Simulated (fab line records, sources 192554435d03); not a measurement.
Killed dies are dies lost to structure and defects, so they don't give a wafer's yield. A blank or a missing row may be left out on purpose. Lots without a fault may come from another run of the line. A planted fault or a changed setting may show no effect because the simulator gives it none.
Which tool did it? | flow n5_finfet | 9 lots, 27 wafers sampled, at 7 steps of a route of 1938

WHAT THE GAUGES READ, wafer by wafer
N5_BEOL_M3_RS_MEAS_58: measures by four-point-probe. Usual: M3_RS 0.66 ohm/sq, standard deviation 0.036.
lot  | measured     | on            | M3_RS (ohm/sq) | flag
L976 | day 7 09:34  | film_metro-01 | 0.73 0.69 0.65 |
L978 | day 7 14:20  | film_metro-01 | 0.65 0.62 0.64 |
L979 | day 8 07:37  | film_metro-01 | 0.64 0.59 0.63 |
L980 | day 8 10:01  | film_metro-01 | 0.72 0.69 0.65 |
L983 | day 9 08:46  | film_metro-01 | 0.64 0.66 0.67 |
L985 | day 9 14:48  | film_metro-01 | 0.68 0.65 0.65 |
L995 | day 12 06:20 | film_metro-01 | 0.68 0.65 0.67 |
L994 | day 12 18:22 | film_metro-01 | 0.75 0.70 0.67 |
L998 | day 13 14:44 | film_metro-02 | 0.73 0.66 0.69 |

N5_BEOL_M3_INSPECT_59: inspects for defects (darkfield). Usual: raw_defect_count 73, standard deviation 22.
lot  | measured     | on                | raw_defect_count | flag
L976 | day 7 09:35  | defect_inspect-02 | 57 55 61         |
L978 | day 7 14:22  | defect_inspect-02 | 43 45 50         |
L979 | day 8 07:38  | defect_inspect-02 | 74 104 115       |
L980 | day 8 10:02  | defect_inspect-01 | 62 75 71         |
L983 | day 9 08:47  | defect_inspect-02 | 108 114 126      |
L985 | day 9 14:49  | defect_inspect-02 | 66 36 35         |
L995 | day 12 06:22 | defect_inspect-02 | 517 442 416      | OFF
L994 | day 12 18:23 | defect_inspect-02 | 430 450 465      | OFF
L998 | day 13 14:45 | defect_inspect-01 | 80 84 106        |

N5_BEOL_M4_INSPECT_13: inspects for defects (brightfield). Usual: raw_defect_count 410, standard deviation 80.
lot  | measured     | on                | raw_defect_count | flag
L976 | day 7 10:56  | defect_inspect-02 | 324 277 309      |
L978 | day 7 18:36  | defect_inspect-01 | 375 510 373      |
L979 | day 8 09:32  | defect_inspect-02 | 323 394 583      |
L980 | day 8 11:23  | defect_inspect-01 | 349 373 434      |
L983 | day 9 14:27  | defect_inspect-01 | 387 403 397      |
L985 | day 9 16:55  | defect_inspect-01 | 367 286 389      |
L995 | day 12 07:38 | defect_inspect-02 | 802 728 668      | OFF
L994 | day 12 20:10 | defect_inspect-02 | 742 817 664      | OFF
L998 | day 13 17:05 | defect_inspect-01 | 376 342 438      |

N5_BEOL_M4_RC_MEAS_101. Usual: DIBL_N 36.0 mV/V, standard deviation 2.5; DIBL_P 36.7 mV/V, standard deviation 3; IOFF_N 0.16 nA/um, standard deviation 0.043; IOFF_P 0.21 nA/um, standard deviation 0.049; ION_N 673 uA/um, standard deviation 15; ION_P 461 uA/um, standard deviation 9.8; SS_N 71.5 mV/dec, standard deviation 0.83; SS_P 73.4 mV/dec, standard deviation 0.83; VT_N 250 mV, standard deviation 4; VT_P -251 mV, standard deviation 4.
lot  | measured     | on        | DIBL_N (mV/V)  | DIBL_P (mV/V)  | IOFF_N (nA/um) | IOFF_P (nA/um) | ION_N (uA/um) | ION_P (uA/um) | SS_N (mV/dec)  | SS_P (mV/dec)  | VT_N (mV)   | VT_P (mV)      | flag
L976 | day 7 17:22  | prober-01 | 32.1 33.0 31.8 | 33.7 33.8 33.3 | 0.12 0.14 0.12 | 0.18 0.18 0.17 | 657 671 663   | 456 459 459   | 70.5 71.7 70.7 | 72.6 72.8 72.1 | 254 254 252 | -254 -254 -250 |
L978 | day 8 12:34  | prober-02 | 36.6 38.3 34.3 | 37.3 38.7 34.4 | 0.18 0.20 0.13 | 0.19 0.22 0.16 | 697 686 676   | 468 459 463   | 71.9 72.2 70.9 | 74.1 74.5 73.0 | 248 247 254 | -254 -251 -255 |
L979 | day 8 17:45  | prober-02 | 40.0 35.5 40.0 | 40.1 35.4 41.3 | 0.22 0.14 0.24 | 0.28 0.20 0.32 | 691 664 700   | 467 455 482   | 72.0 71.4 72.0 | 73.9 73.4 73.7 | 243 251 242 | -243 -251 -243 |
L980 | day 8 18:52  | prober-01 | 29.9 35.4 32.0 | 30.0 36.9 32.9 | 0.09 0.16 0.11 | 0.13 0.22 0.17 | 677 671 675   | 470 467 475   | 69.7 71.6 71.5 | 71.6 72.5 71.8 | 256 245 254 | -257 -249 -250 |
L983 | day 9 20:40  | prober-02 | 30.3 31.6 36.3 | 32.5 34.5 39.7 | 0.10 0.12 0.23 | 0.14 0.16 0.26 | 645 651 681   | 441 453 464   | 71.2 70.9 73.6 | 71.8 72.6 73.7 | 256 252 244 | -257 -254 -246 |
L985 | day 10 02:14 | prober-01 | 39.2 35.1 33.3 | 43.4 35.1 35.7 | 0.28 0.17 0.13 | 0.32 0.18 0.17 | 689 666 677   | 470 456 463   | 72.0 71.2 69.9 | 75.1 73.2 72.6 | 242 249 251 | -244 -254 -254 |
L995 | day 13 00:16 | prober-02 | 33.7 35.5 37.5 | 35.3 37.1 38.7 | 0.12 0.15 0.17 | 0.17 0.19 0.20 | 674 679 666   | 458 461 445   | 71.4 71.3 72.2 | 72.8 73.7 74.1 | 255 250 253 | -256 -253 -252 |
L994 | day 13 08:08 | prober-02 | 34.8 31.6 27.6 | 37.1 33.3 28.4 | 0.16 0.11 0.07 | 0.19 0.14 0.11 | 679 664 649   | 462 454 455   | 71.5 70.2 69.4 | 73.4 72.8 71.7 | 248 258 258 | -252 -256 -257 |
L998 | day 14 07:53 | prober-01 | 36.6 35.8 35.0 | 39.2 38.0 36.9 | 0.19 0.16 0.14 | 0.24 0.21 0.20 | 694 684 669   | 479 469 461   | 70.8 71.7 71.0 | 73.8 73.5 73.1 | 242 248 252 | -249 -251 -250 |

WHICH TOOL RAN EACH LOT (tool, then ch and the chambers of the sampled wafers, then the start)
lot  | N5_BEOL_M3_PRE_CLEAN_60          | N5_BEOL_M3_PRE_CLEAN_56        | N5_BEOL_M4_HM_DEP_02
L976 | cvd_co-01 ch 0,1,2, day 7 09:20  | pecvd-02 ch 0,2, day 7 09:28   | pvd_sputter-02, day 7 10:19
L978 | cvd_co-02 ch 0,1,2, day 7 14:07  | pecvd-01 ch 1,2, day 7 14:14   | pvd_sputter-03, day 7 17:59
L979 | cvd_co-01 ch 0,2, day 8 07:23    | pecvd-01 ch 0,1, day 8 07:31   | pvd_sputter-01, day 8 09:03
L980 | cvd_co-01 ch 0,2, day 8 09:47    | pecvd-03 ch 0,1,2, day 8 09:55 | pvd_sputter-02, day 8 10:54
L983 | cvd_co-02 ch 1,2, day 9 08:31    | pecvd-01 ch 0,1, day 9 08:38   | pvd_sputter-03, day 9 12:07
L985 | cvd_co-01 ch 0,1, day 9 14:34    | pecvd-03 ch 0,2, day 9 14:42   | pvd_sputter-03, day 9 16:26
L995 | cvd_co-01 ch 0,1, day 12 06:07   | pecvd-02 ch 0,2, day 12 06:14  | pvd_sputter-01, day 12 07:10
L994 | cvd_co-02 ch 0,1,2, day 12 18:08 | pecvd-02 ch 0,1, day 12 18:16  | pvd_sputter-02, day 12 19:41
L998 | cvd_co-01 ch 0,1,2, day 13 14:30 | pecvd-03 ch 0,2, day 13 14:38  | pvd_sputter-02, day 13 16:29
- N5_BEOL_M3_PRE_CLEAN_60: time 15 s.
- N5_BEOL_M3_PRE_CLEAN_56: time 15 s.
- N5_BEOL_M4_HM_DEP_02: deposits TiN, target thk 20 nm.

WHAT THE TOOLS THEMSELVES READ (means of the sampled wafers that have a number; where no wafer has one, the mark that the record gives instead)
N5_BEOL_M3_PRE_CLEAN_60. Usual: heater_power_outer_w 29 W, standard deviation 14; heater_power_w 97 W, standard deviation 25; rf_fwd_power_W 297.4 W, standard deviation 1.3.
lot  | tool      | heater_power_outer_w (W) | heater_power_w (W) | rf_fwd_power_W (W) | flag
L976 | cvd_co-01 | 23                       | 84                 | 298.1              |
L978 | cvd_co-02 | 40                       | 117                | 297.9              |
L979 | cvd_co-01 | 16                       | 74                 | 297.4              |
L980 | cvd_co-01 | 21                       | 87                 | 297.6              |
L983 | cvd_co-02 | 50                       | 131                | 297.6              |
L985 | cvd_co-01 | 30                       | 94                 | 296.2              |
L995 | cvd_co-01 | 30                       | 96                 | 297.0              |
L994 | cvd_co-02 | 40                       | 120                | 297.5              |
L998 | cvd_co-01 | 23                       | 86                 | 296.6              |

N5_BEOL_M3_PRE_CLEAN_56. Usual: rf_fwd_power_W 295.4 W, standard deviation 1.7.
lot  | tool     | rf_fwd_power_W (W) | flag
L976 | pecvd-02 | 295.4              |
L978 | pecvd-01 | 296.4              |
L979 | pecvd-01 | 295.9              |
L980 | pecvd-03 | 295.6              |
L983 | pecvd-01 | 294.0              |
L985 | pecvd-03 | 295.2              |
L995 | pecvd-02 | 295.4              |
L994 | pecvd-02 | 295.6              |
L998 | pecvd-03 | 293.7              |

N5_BEOL_M4_HM_DEP_02. Usual: throttle_valve_pct 29.7 %, standard deviation 1.
lot  | tool           | throttle_valve_pct (%) | flag
L976 | pvd_sputter-02 | 28.9                   |
L978 | pvd_sputter-03 | 30.0                   |
L979 | pvd_sputter-01 | 29.5                   |
L980 | pvd_sputter-02 | 30.4                   |
L983 | pvd_sputter-03 | 30.1                   |
L985 | pvd_sputter-03 | 31.1                   |
L995 | pvd_sputter-01 | 29.7                   |
L994 | pvd_sputter-02 | 29.7                   |
L998 | pvd_sputter-02 | 30.1                   |

THE ANSWER, worked out from the rows above alone
Rule: a lot is off if the mean of its wafers that have a number lies more than 3 standard deviations from the usual mean. A lot without any number at a reading at which 4 lots or more have one is off too. The other lots that the step has rows for count as sound. The gauges are gone through in route order, then the tools' own readings, and for those a lot's mean is taken as printed above. The first step at which some lot is off is used, and at that step the reading that is off furthest; a lot without a number counts as furthest.
Off: L995, L994, at N5_BEOL_M3_INSPECT_59 (raw_defect_count).
A tool fits if, at a process step before that reading, it ran every lot that is off, and no sound lot after the first of them. The gauges at N5_BEOL_M3_INSPECT_59 are tried like those tools. Can't be told from this: 2 tools fit, pecvd-02 at N5_BEOL_M3_PRE_CLEAN_56, defect_inspect-02 at N5_BEOL_M3_INSPECT_59.

WHAT THE SIMULATOR HAD PUT IN
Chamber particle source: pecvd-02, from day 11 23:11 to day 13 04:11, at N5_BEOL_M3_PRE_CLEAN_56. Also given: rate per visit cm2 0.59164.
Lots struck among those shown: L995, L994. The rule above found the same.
